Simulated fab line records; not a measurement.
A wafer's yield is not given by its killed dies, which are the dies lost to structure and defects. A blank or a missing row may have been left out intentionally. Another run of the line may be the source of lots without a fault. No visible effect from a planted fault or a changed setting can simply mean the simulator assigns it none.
fab line records ; flow nand-harc
[record] lots = 6; wafers = 18; last-day = 23
route steps=1159 shown THIN_TSV@1120
lots with no fault: from the same line, run without faults
start-h: start of the lot's first displayed wafer, in hours after the record's first day ; wait-h: how many hours have passed since the lot's step before this one ; " the same as in the row above ; L1.1+2: one row covering several wafers at once ; - value missing, or start not given ; * or withheld: withheld ; < > ~ a bound
route shown NAME@n: NAME is a module with steps in the file, n the number in the route of the first one ; usual: average and standard deviation across the fault-free wafers ; same: alike in all rows ; chamber/n: place in a boat ; sites: the reading at each site ; _std_site: standard deviation across them ; _edge_site: inner sites' mean taken away from outer sites' mean ; radius-mm: how far each site lies from the wafer's centre ; mask NAME#n: copy n ; behind: the tool/chamber that last shaped the wafer ; hold: why the lot went on hold/how many hours it stayed there/how the hold came to an end ; device: names the non-switching transistor (n, p or np) ; end of line: the same wafers' tests at the end of the route ; step lacking rows: just its recipe ; killed: dies lost to structure and defects at the first sort, not the wafer's yield ; map: a wafer's dies, x killed, . not, _ none there
set.NAME: setting as actually run; set.NAME@STEP: the setting as run at that earlier step ; model.NAME: the simulator's own value behind a step, which no gauge read
certain route steps with their lots: each step a table, each wafer a row
services: when a tool's chamber went out of use (start-h, in hours from the record's first day, below 0 if earlier), for how many hours, and the reason
[[steps]]
[step NHARC_THIN_TSV_ETCH_15]
[recipe] target-depth-a = 30000; bosch-target-overetch-cycles = 2; bosch-etch-step-s = 2.8; bosch-dep-step-s = 1.2; bosch-cycles = 14
[usual] drypump-motor-current-A = 5.8/0.55
lot.wafer;tool;chamber;start-h;wait-h;drypump-motor-current-A;rf-hours-counter-h
L647.4;rie-si-06;1;461.70;-;5.6;0.8
L647.3;rie-si-06;2;461.70;-;6.2;0.8
L647.5;rie-si-06;0;461.70;-;5.9;-
L649.1;rie-si-04;0;477.82;-;6.2;0.2
L649.2;rie-si-04;2;477.82;-;4.9;0.1
L649.5;rie-si-04;3;477.82;-;5.7;-
L651.1;rie-si-01;3;487.41;-;4.9;1.0
L651.4;rie-si-01;2;487.41;-;5.8;0.9
L651.5;rie-si-01;0;487.41;-;6.3;-
L658.2;rie-si-01;0;518.20;-;6.3;1.3
L658.4;rie-si-01;2;518.20;-;5.8;1.3
L658.6;rie-si-01;1;518.20;-;6.3;-
L659.3;rie-si-04;1;528.61;-;5.5;0.6
L659.5;rie-si-04;3;528.61;-;5.7;-
L659.6;rie-si-04;0;528.61;-;6.1;-
L664.4;rie-si-04;3;541.11;-;5.7;0.7
L664.6;rie-si-04;2;541.11;-;4.9;-
L664.5;rie-si-04;3;541.11;-;5.7;-
[step NHARC_THIN_TSV_CD_MEAS_16]
[usual] cd-nm = 999.7/1.5
lot.wafer;tool;chamber;start-h;wait-h;cd-nm
L647.3;cd-sem-03;-;461.82;0.1;1000.0
L647.4;cd-sem-03;-;461.82;0.1;1002.2
L647.5;cd-sem-03;-;461.82;0.1;1001.0
L649.1;cd-sem-02;-;477.95;0.1;1000.5
L649.2;cd-sem-02;-;477.95;0.1;1001.7
L649.5;cd-sem-02;-;477.95;0.1;1000.3
L651.1;cd-sem-03;-;487.55;0.1;999.3
L651.4;cd-sem-03;-;487.55;0.1;1001.9
L651.5;cd-sem-03;-;487.55;0.1;1002.0
L658.2;cd-sem-03;-;518.35;0.1;996.9
L658.4;cd-sem-03;-;518.35;0.1;998.6
L658.6;cd-sem-03;-;518.35;0.1;996.5
L659.3;cd-sem-02;-;528.73;0.1;999.7
L659.5;cd-sem-02;-;528.73;0.1;1000.8
L659.6;cd-sem-02;-;528.73;0.1;1001.0
L664.4;cd-sem-01;-;541.25;0.1;999.0
L664.5;cd-sem-01;-;541.25;0.1;998.8
L664.6;cd-sem-01;-;541.25;0.1;996.7
[step NHARC_THIN_TSV_STRIP_45]
[recipe] power-w = 1500; temp-c = 250; chemistry = O2
[usual] drypump-motor-current-A = 6.0/0.4; heater-power-w = 319/12
lot.wafer;tool;chamber;start-h;wait-h;drypump-motor-current-A;heater-power-w;rf-hours-counter-h
L647.3;plasma-asher-02;1;461.99;0.2;5.6;305;-
L647.4;plasma-asher-02;0;461.99;0.2;6.4;329;-
L647.5;plasma-asher-02;0;461.99;0.2;6.4;326;-
L649.1;plasma-asher-02;1;478.02;0.1;5.7;303;39
L649.2;plasma-asher-02;0;478.02;0.1;6.4;327;39
L649.5;plasma-asher-02;0;478.02;0.1;6.4;328;-
L651.1;plasma-asher-02;0;487.63;0.1;6.4;326;41
L651.4;plasma-asher-02;1;487.63;0.1;5.7;304;-
L651.5;plasma-asher-02;0;487.63;0.1;6.4;341;-
L658.2;plasma-asher-02;0;518.47;0.1;6.4;325;53
L658.4;plasma-asher-02;1;518.47;0.1;5.7;303;-
L658.6;plasma-asher-02;1;518.47;0.1;5.7;307;-
L659.3;plasma-asher-02;0;528.94;0.2;6.4;325;-
L659.5;plasma-asher-02;1;528.94;0.2;5.7;305;-
L659.6;plasma-asher-02;0;528.94;0.2;6.4;326;-
L664.4;plasma-asher-01;0;542.59;1.3;5.4;329;-
L664.5;plasma-asher-01;1;542.59;1.3;6.3;331;-
L664.6;plasma-asher-01;0;542.59;1.3;5.4;324;-
[step NHARC_THIN_TSV_STRIP_46]
[recipe] time-s = 1200; temp-c = 72.5; chemistry = post-etch-residue-remover
[step NHARC_THIN_TSV_DEP_47]
[recipe] target-thk-a = 2000; temp-c = withheld; pressure-torr = 6.5; rf-w = 900; teos-flow-sccm = 161.4; flow-sccm = 2650; target-thk-nm = 200; gas = O2; material = SiO2
[step NHARC_THIN_TSV_ETCHBACK_48]
[recipe] target-depth-a = 10285; over-etch-frac = 0.3; time-s = 405.17; ion-energy-ev = 250; c4f8-flow-sccm = withheld; ar-flow-sccm = withheld; rf-w = 600; bias-w = 300; chemistry = C4F8/Ar
[usual] oes-product-au = 0.96/0.033; rf-vpp-V = 547/3.6
lot.wafer;tool;chamber;start-h;wait-h;oes-product-au;rf-hours-counter-h;rf-vpp-V
L647.3;rie-diel-13;1;463.10;-;1.00;0;552
L647.4;rie-diel-13;1;463.10;-;0.99;-;551
L647.5;rie-diel-13;0;463.10;-;1.00;-;545
L649.1;rie-diel-09;0;479.24;-;0.93;3;551
L649.2;rie-diel-09;1;479.24;-;0.93;3;544
L649.5;rie-diel-09;1;479.24;-;0.93;-;544
L651.1;rie-diel-13;3;488.83;-;0.96;1;550
L651.4;rie-diel-13;1;488.83;-;0.95;3;551
L651.5;rie-diel-13;3;488.83;-;0.97;-;552
L658.4;rie-diel-09;1;519.70;-;0.93;7;542
L658.2;rie-diel-09;2;519.70;-;0.93;5;544
L658.6;rie-diel-09;3;519.70;-;0.94;-;551
L659.3;rie-diel-05;2;530.16;-;0.96;1;546
L659.5;rie-diel-05;1;530.16;-;0.96;-;542
L659.6;rie-diel-05;2;530.16;-;0.96;-;545
L664.4;rie-diel-13;2;543.72;-;0.93;10;550
L664.5;rie-diel-13;0;543.72;-;0.92;-;543
L664.6;rie-diel-13;1;543.72;-;0.92;-;552
[step NHARC_THIN_TSV_STRIP_62]
[recipe] power-w = 1500; temp-c = 250; time-s = 20; chemistry = N2/H2
[step NHARC_THIN_TSV_DEGAS_49]
[recipe] temp-c = 300; time-s = 120
[step NHARC_THIN_TSV_PRE_CLEAN_50]
[recipe] time-s = 30; temp-c = 280; gas = H2/He
[step NHARC_THIN_TSV_PVD_19]
[recipe] target-thk-a = 200; chamber-pressure-pa = 5; material = TaN
[usual] chamber-pressure-pa = 4.999/0.01; throttle-valve-pct = 30.0/0.89
lot.wafer;tool;chamber;start-h;wait-h;chamber-pressure-pa;throttle-valve-pct
L647.3;pvd-sputter-02;-;-;-;4.995;29.1
L647.4;pvd-sputter-02;-;-;-;5.009;29.0
L647.5;pvd-sputter-02;-;-;-;4.993;32.4
L649.1;pvd-sputter-03;-;-;-;5.005;30.2
L649.2;pvd-sputter-03;-;-;-;5.007;29.4
L649.5;pvd-sputter-03;-;-;-;4.976;28.8
L651.4;pvd-sputter-01;-;-;-;5.018;29.9
L651.1;pvd-sputter-01;-;-;-;5.000;30.9
L651.5;pvd-sputter-01;-;-;-;4.982;29.8
L658.4;pvd-sputter-02;-;-;-;5.001;29.3
L658.2;pvd-sputter-02;-;-;-;4.996;30.1
L658.6;pvd-sputter-02;-;-;-;5.010;29.5
L659.3;pvd-sputter-01;-;-;-;4.990;30.2
L659.6;pvd-sputter-01;-;-;-;4.989;30.0
L659.5;pvd-sputter-01;-;-;-;4.999;29.9
L664.4;pvd-sputter-01;-;-;-;5.008;29.5
L664.5;pvd-sputter-01;-;-;-;5.002;30.0
L664.6;pvd-sputter-01;-;-;-;4.996;30.3
[step NHARC_THIN_TSV_PVD_51]
[recipe] target-thk-a = 1000; chamber-pressure-pa = 5; material = Cu
[step NHARC_THIN_TSV_ECD_20]
[recipe] target-thk-a = 20000; material = Cu
[step NHARC_THIN_TSV_ANNEAL_52]
[recipe] temp-c = 225; time-s = 90
[usual] anneal-temp-c = 225.02/0.17; anneal-temp-c-max = 226.9/0.33; wafer_temp_C_max = 226.36/0.29
lot.wafer;tool;chamber;start-h;wait-h;anneal-temp-c;anneal-temp-c-max;wafer_temp_C_max
L647.3;rtp-anneal-02;0;465.05;0.5;224.93;227.4;226.21
L647.4;rtp-anneal-02;0;465.05;0.5;225.01;227.0;225.95
L647.5;rtp-anneal-02;0;465.05;0.5;224.63;226.7;226.63
L649.1;rtp-anneal-01;-;481.06;0.7;-;-;-
L649.2;rtp-anneal-01;-;481.06;0.7;-;-;-
L649.5;rtp-anneal-01;-;481.06;0.7;-;-;-
L651.1;rtp-anneal-02;-;490.56;0.6;-;-;-
L651.4;rtp-anneal-02;-;490.56;0.6;-;-;-
L651.5;rtp-anneal-02;-;490.56;0.6;-;-;-
L658.2;rtp-anneal-02;0;521.42;0.6;225.00;227.3;226.19
L658.4;rtp-anneal-02;0;521.42;0.6;224.86;226.5;226.31
L658.6;rtp-anneal-02;0;521.42;0.6;224.82;226.6;226.72
L659.3;rtp-anneal-01;0;531.97;0.5;225.02;226.8;225.93
L659.5;rtp-anneal-01;0;531.97;0.5;224.98;227.1;226.04
L659.6;rtp-anneal-01;0;531.97;0.5;224.95;226.9;226.40
L664.4;rtp-anneal-01;0;545.52;0.5;225.23;226.7;226.29
L664.5;rtp-anneal-01;0;545.52;0.5;224.89;226.4;226.48
L664.6;rtp-anneal-01;0;545.52;0.5;225.00;226.6;226.16
[step NHARC_THIN_TSV_CMP_21]
[recipe] t-overpolish-s = 30; target-thk-nm = 2000
[usual] motor-current-A = 11.9/1.2; overpolish-run-s = 30.000/0.0089
lot.wafer;tool;chamber;start-h;wait-h;motor-current-A;overpolish-run-s
L647.4;cmp-04;1;465.29;-;10.3;30.006
L647.3;cmp-04;0;465.29;-;12.2;29.999
L647.5;cmp-04;1;465.29;-;10.4;30.007
L649.2;cmp-04;3;481.46;-;11.3;30.007
L649.1;cmp-04;0;481.46;-;11.5;29.994
L649.5;cmp-04;2;481.46;-;11.8;29.998
L651.1;cmp-02;1;490.91;-;10.9;29.991
L651.4;cmp-02;2;490.91;-;13.0;29.990
L651.5;cmp-02;1;490.91;-;10.8;30.023
L658.2;cmp-01;3;521.74;-;13.9;30.005
L658.4;cmp-01;1;521.74;-;12.6;29.988
L658.6;cmp-01;2;521.74;-;11.8;29.997
L659.3;cmp-04;3;532.27;-;10.8;30.017
L659.6;cmp-04;1;532.27;-;10.6;30.021
L659.5;cmp-04;2;532.27;-;11.5;29.998
L664.4;cmp-01;3;545.76;-;13.1;30.007
L664.5;cmp-01;1;545.76;-;12.7;29.995
L664.6;cmp-01;2;545.76;-;11.7;30.005
[[services]]
tool;chamber;start-h;hours;kind
rie-diel-13;-;453.00;9.0;pm
rie-si-04;-;453.00;9.0;pm
plasma-asher-01;-;453.04;9.0;pm
pvd-sputter-03;-;458.08;10.0;pm
cmp-02;-;466.07;0.6;repair
rie-diel-09;2;467.11;20.8;repair
cmp-01;-;476.37;1.1;repair
pvd-sputter-02;-;477.55;1.4;repair
cmp-01;-;479.20;4.0;pm
cmp-04;-;497.29;4.0;pm
rie-si-04;0;497.49;6.4;repair
rie-si-01;0;500.02;8.2;repair
cmp-04;-;502.90;1.0;repair
pvd-sputter-01;-;514.00;10.0;pm
cmp-02;-;515.76;2.2;repair
rie-diel-05;-;517.60;9.0;pm
rie-si-01;1;521.98;4.4;repair
rie-si-01;1;527.44;2.7;repair
rie-diel-13;3;536.92;2.9;repair
rie-si-06;-;537.00;9.0;pm
plasma-asher-02;-;537.63;9.0;pm
plasma-asher-02;0;537.63;9.0;vent-cycle
rie-si-01;-;539.82;9.0;pm
cmp-04;-;540.82;15.6;repair
[[key]]
[first-sign] step = NHARC_THIN_TSV_ANNEAL_52; reading = tool-record; direction = missing
effect none on later readings
met-at NHARC_THIN_TSV_ANNEAL_52
struck-wafers L649.1,L649.2,L649.5,L651.1,L651.4,L651.5
onset-between 465.05 481.06
[fault] kind = skipped-step-whole; tool = rtp-anneal-01,rtp-anneal-02; chamber = -; onset-h = 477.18; steps = NHARC_THIN_TSV_ANNEAL_52; scope = struck-lots-only
